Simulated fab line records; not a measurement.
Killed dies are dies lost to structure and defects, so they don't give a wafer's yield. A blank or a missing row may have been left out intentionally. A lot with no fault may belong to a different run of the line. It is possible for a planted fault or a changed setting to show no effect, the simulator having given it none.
Which of the tools did it? :: flow nand harc :: 12 lots, 36 wafers sampled, at 6 steps of a route of 1302

## WHAT THE GAUGES READ, wafer by wafer
NHARC_P_GATE_OVL_MEAS_27.
lot: L721
measured: day 5 16:06
on: overlay-02
overlay x nm (nm): 0.8 1.1 1.9
overlay y nm (nm): 1.1 1.1 1.0

lot: L723
measured: day 6 14:32
on: overlay-02
overlay x nm (nm): 1.1 1.2 1.1
overlay y nm (nm): 0.3 0.2 0.1

lot: L725
measured: day 7 11:22
on: overlay-02
overlay x nm (nm): 1.7 1.9 1.2
overlay y nm (nm): -0.2 -0.2 0.2

lot: L727
measured: day 8 07:44
on: overlay-02
overlay x nm (nm): -0.7 -0.7 -0.6
overlay y nm (nm): -1.4 -1.6 -0.7

lot: L733
measured: day 11 02:14
on: overlay-01
overlay x nm (nm): 1.4 2.2 1.5
overlay y nm (nm): -1.4 -0.8 -1.0

lot: L734
measured: day 11 11:17
on: overlay-02
overlay x nm (nm): 0.7 0.3 1.3
overlay y nm (nm): -0.5 -0.2 -0.3

lot: L735
measured: day 11 18:28
on: overlay-01
overlay x nm (nm): -0.2 0.1 0.0
overlay y nm (nm): -1.0 -1.3 -0.9

lot: L736
measured: day 12 03:11
on: overlay-02
overlay x nm (nm): 0.0 1.0 0.4
overlay y nm (nm): 0.0 -0.1 0.4

lot: L738
measured: day 13 05:04
on: overlay-01
overlay x nm (nm): -0.2 -0.4 0.1
overlay y nm (nm): 0.5 0.1 1.0

lot: L740
measured: day 14 02:32
on: overlay-01
overlay x nm (nm): -0.2 -0.3 -0.2
overlay y nm (nm): 1.1 1.3 1.2

lot: L741
measured: day 14 06:47
on: overlay-02
overlay x nm (nm): 0.5 0.9 1.3
overlay y nm (nm): 2.0 1.4 2.6

lot: L742
measured: day 14 14:25
on: overlay-02
overlay x nm (nm): 1.0 0.7 0.7
overlay y nm (nm): 0.5 0.5 0.2

NHARC_P_GATE_CD_MEAS_59: the cd target is 720 nm.
lot: L721
measured: day 6 05:42
on: cd sem-01
cd nm (nm): 718.1 721.6 717.7

lot: L723
measured: day 7 04:10
on: cd sem-02
cd nm (nm): 717.0 722.2 719.1

lot: L725
measured: day 8 03:00
on: cd sem-01
cd nm (nm): 719.0 717.8 717.9

lot: L727
measured: day 9 03:26
on: cd sem-01
cd nm (nm): 718.2 718.1 719.3

lot: L733
measured: day 11 22:01
on: cd sem-02
cd nm (nm): 718.8 720.1 718.0

lot: L734
measured: day 12 00:50
on: cd sem-03
cd nm (nm): 719.7 720.3 718.4

lot: L735
measured: day 12 08:10
on: cd sem-02
cd nm (nm): 720.3 718.5 720.8

lot: L736
measured: day 12 16:43
on: cd sem-01
cd nm (nm): 703.3 704.2 704.5 703.6 704.0 704.7

lot: L738
measured: day 13 18:43
on: cd sem-03
cd nm (nm): 703.9 705.2 701.8 703.3 705.2 701.7

lot: L740
measured: day 14 16:27
on: cd sem-02
cd nm (nm): 702.4 702.2 701.2 703.0 702.2 701.1

lot: L741
measured: day 15 05:41
on: cd sem-02
cd nm (nm): 703.5 702.0 702.7 703.4 702.3 702.9

lot: L742
measured: day 15 06:42
on: cd sem-02
cd nm (nm): 721.1 719.6 717.6

NHARC_END_SORT_01.
lot: L736
measured: day 32 20:11
on: prober-01
killed at array: 49 62 56
killed at other: 0 0 0
killed at periphery: 1 0 1
killed dies: 50 62 57
killed open: 5 2 4
killed short: 0 2 1

lot: L738
measured: day 32 11:49
on: prober-01
killed at array: 80 72 83
killed at other: 2 1 4
killed at periphery: 4 7 6
killed dies: 86 80 93
killed open: 1 4 4
killed short: 3 3 4

lot: L741
measured: day 33 20:35
on: prober-01
killed at array: 17
killed at other: 4
killed at periphery: 9
killed dies: 30
killed open: 3
killed short: 2

## TOOL THAT RAN EACH LOT (tool first, then ch and the chambers of the sampled wafers, then the start)
lot: L721
NHARC_P_GATE_STRIP_75: plasma asher-01 ch 0,1, day 6 04:47
NHARC_P_GATE_EXPOSE_56: krf scanner-03 ch 0, day 6 05:33
NHARC_P_GATE_STRIP_112: plasma asher-01 ch 0,1, day 6 06:14

lot: L723
NHARC_P_GATE_STRIP_75: plasma asher-02 ch 0,1, day 7 03:15
NHARC_P_GATE_EXPOSE_56: krf scanner-02 ch 0, day 7 04:01
NHARC_P_GATE_STRIP_112: plasma asher-01 ch 0,1, day 7 04:42

lot: L725
NHARC_P_GATE_STRIP_75: plasma asher-02 ch 0,1, day 8 02:05
NHARC_P_GATE_EXPOSE_56: krf scanner-04 ch 0, day 8 02:51
NHARC_P_GATE_STRIP_112: plasma asher-02 ch 0,1, day 8 03:32

lot: L727
NHARC_P_GATE_STRIP_75: plasma asher-01 ch 0,1, day 9 02:40
NHARC_P_GATE_EXPOSE_56: krf scanner-03 ch 0, day 9 03:17
NHARC_P_GATE_STRIP_112: plasma asher-02 ch 0,1, day 9 04:02

lot: L733
NHARC_P_GATE_STRIP_75: plasma asher-01 ch 0,1, day 11 21:05
NHARC_P_GATE_EXPOSE_56: krf scanner-03 ch 0, day 11 21:51
NHARC_P_GATE_STRIP_112: plasma asher-01 ch 0,1, day 11 22:32

lot: L734
NHARC_P_GATE_STRIP_75: plasma asher-02 ch 0,1, day 11 23:56
NHARC_P_GATE_EXPOSE_56: krf scanner-04 ch 0, day 12 00:41
NHARC_P_GATE_STRIP_112: plasma asher-02 ch 0,1, day 12 01:29

lot: L735
NHARC_P_GATE_STRIP_75: plasma asher-01 ch 0,1, day 12 07:15
NHARC_P_GATE_EXPOSE_56: krf scanner-03 ch 0, day 12 08:01
NHARC_P_GATE_STRIP_112: plasma asher-01 ch 0,1, day 12 08:46

lot: L736
NHARC_P_GATE_STRIP_75: plasma asher-01 ch 0,1, day 12 15:55
NHARC_P_GATE_EXPOSE_56: krf scanner-03 ch 0, day 12 16:33
NHARC_P_GATE_STRIP_112: plasma asher-01 ch 0,1, day 12 20:52

lot: L738
NHARC_P_GATE_STRIP_75: plasma asher-01 ch 0,1, day 13 17:49
NHARC_P_GATE_EXPOSE_56: krf scanner-03 ch 0, day 13 18:34
NHARC_P_GATE_STRIP_112: plasma asher-01 ch 0,1, day 13 21:43

lot: L740
NHARC_P_GATE_STRIP_75: plasma asher-02 ch 0,1, day 14 15:33
NHARC_P_GATE_EXPOSE_56: krf scanner-03 ch 0, day 14 16:18
NHARC_P_GATE_STRIP_112: plasma asher-02 ch 0,1, day 15 04:29

lot: L741
NHARC_P_GATE_STRIP_75: plasma asher-01 ch 0,1, day 15 04:53
NHARC_P_GATE_EXPOSE_56: krf scanner-03 ch 0, day 15 05:32
NHARC_P_GATE_STRIP_112: plasma asher-02 ch 0,1, day 15 14:13

lot: L742
NHARC_P_GATE_STRIP_75: plasma asher-02 ch 0,1, day 15 05:48
NHARC_P_GATE_EXPOSE_56: krf scanner-04 ch 0, day 15 06:33
NHARC_P_GATE_STRIP_112: plasma asher-02 ch 0,1, day 15 14:59
- NHARC_P_GATE_STRIP_75: strips in O2.
- NHARC_P_GATE_EXPOSE_56: exposes mask P PSD, target cd 720 nm.
- NHARC_P_GATE_STRIP_112: strips in N2/H2, time 200 s.

## WHAT THE TOOLS THEMSELVES READ (means of the sampled wafers that have a number; where no wafer has one, the mark that the record gives instead)
NHARC_P_GATE_STRIP_75.
lot: L721
tool: plasma asher-01
drypump motor current A (A): 6.1
heater power w (W): 401

lot: L723
tool: plasma asher-02
drypump motor current A (A): 5.4
heater power w (W): 306

lot: L725
tool: plasma asher-02
drypump motor current A (A): 5.4
heater power w (W): 292

lot: L727
tool: plasma asher-01
drypump motor current A (A): 6.1
heater power w (W): 402

lot: L733
tool: plasma asher-01
drypump motor current A (A): 6.2
heater power w (W): 381

lot: L734
tool: plasma asher-02
drypump motor current A (A): 5.4
heater power w (W): 284

lot: L735
tool: plasma asher-01
drypump motor current A (A): 6.2
heater power w (W): 370

lot: L736
tool: plasma asher-01
drypump motor current A (A): 6.1
heater power w (W): 397

lot: L738
tool: plasma asher-01
drypump motor current A (A): 6.2
heater power w (W): 382

lot: L740
tool: plasma asher-02
drypump motor current A (A): 5.4
heater power w (W): 307

lot: L741
tool: plasma asher-01
drypump motor current A (A): 6.1
heater power w (W): 403

lot: L742
tool: plasma asher-02
drypump motor current A (A): 5.4
heater power w (W): 304

NHARC_P_GATE_EXPOSE_56.
lot: L721
tool: krf scanner-03
exposure dose mJ cm2: 14.811

lot: L723
tool: krf scanner-02
exposure dose mJ cm2: 14.827

lot: L725
tool: krf scanner-04
exposure dose mJ cm2: 14.806

lot: L727
tool: krf scanner-03
exposure dose mJ cm2: 14.830

lot: L733
tool: krf scanner-03
exposure dose mJ cm2: 14.802

lot: L734
tool: krf scanner-04
exposure dose mJ cm2: 14.815

lot: L735
tool: krf scanner-03
exposure dose mJ cm2: 14.795

lot: L736
tool: krf scanner-03
exposure dose mJ cm2: 13.470

lot: L738
tool: krf scanner-03
exposure dose mJ cm2: 13.451

lot: L740
tool: krf scanner-03
exposure dose mJ cm2: 13.430

lot: L741
tool: krf scanner-03
exposure dose mJ cm2: 13.452

lot: L742
tool: krf scanner-04
exposure dose mJ cm2: 14.815

NHARC_P_GATE_STRIP_112.
lot: L721
tool: plasma asher-01
drypump motor current A (A): 6.2
heater power w (W): 100

lot: L723
tool: plasma asher-01
drypump motor current A (A): 6.3
heater power w (W): 98

lot: L725
tool: plasma asher-02
drypump motor current A (A): 5.4
heater power w (W): 83

lot: L727
tool: plasma asher-02
drypump motor current A (A): 5.4
heater power w (W): 78

lot: L733
tool: plasma asher-01
drypump motor current A (A): 6.1
heater power w (W): 110

lot: L734
tool: plasma asher-02
drypump motor current A (A): 5.4
heater power w (W): 75

lot: L735
tool: plasma asher-01
drypump motor current A (A): 6.2
heater power w (W): 101

lot: L736
tool: plasma asher-01
drypump motor current A (A): 6.1
heater power w (W): 107

lot: L738
tool: plasma asher-01
drypump motor current A (A): 6.2
heater power w (W): 99

lot: L740
tool: plasma asher-02
drypump motor current A (A): 5.4
heater power w (W): 81

lot: L741
tool: plasma asher-02
drypump motor current A (A): 5.4
heater power w (W): 82

lot: L742
tool: plasma asher-02
drypump motor current A (A): 5.4
heater power w (W): 82

## THE ANSWER, worked out from the rows above alone
Rule: usual is defined by the lots themselves. The widest of any qualifying gaps counts: lots, ordered by their means at a reading, are off when they make up no more than a third of the lots, leave a main group of 4 or more, and stand apart from it by 3 or more times the standard deviation of that group's means. A main group whose means are all the same, to the digits that the tables above print for the reading, isn't used. Also off: a lot with no number at a reading for which 4 or more lots have one. The other lots that the step has rows for count as sound. The gauges are gone through in route order, then the tools' own readings, and for those a lot's mean is taken as printed above. At the first step where some lot is off, the reading lying furthest off is the one used; lots without a number count as furthest.
Off: L736, L738, L740, L741, at NHARC_P_GATE_CD_MEAS_59 (cd nm). The main group has a mean of 719.1 nm with a standard deviation of 0.5.
A tool fits if, at a process step before that reading, it ran every lot that is off, and no sound lot after the first of them. The gauges at NHARC_P_GATE_CD_MEAS_59 aren't tried: what is off there is off at NHARC_P_GATE_EXPOSE_56 too, on other tools, and a gauge's error can't cause that. One candidate fits, namely krf scanner-03 at NHARC_P_GATE_EXPOSE_56. A fault onset in the window from L735 (day 12 08:01, its last sound lot) to L736 (day 12 16:33, its first lot off) fits.
On the lots that are off, the tool's own readings at NHARC_P_GATE_EXPOSE_56 differ by more than 5 times the standard deviation of the sound lots' means, which bears it out; exposure dose mJ cm2 reads 13.451 there versus 14.813 on the sound lots.

## WHAT THE SIMULATOR HAD PUT IN
Drift in process parameters on krf scanner-03 at NHARC_P_GATE_EXPOSE_56, starting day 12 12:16. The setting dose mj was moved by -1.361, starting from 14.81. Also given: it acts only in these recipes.
Struck lots among those shown: L736, L738, L740, L741. This agrees with what the rule above found.
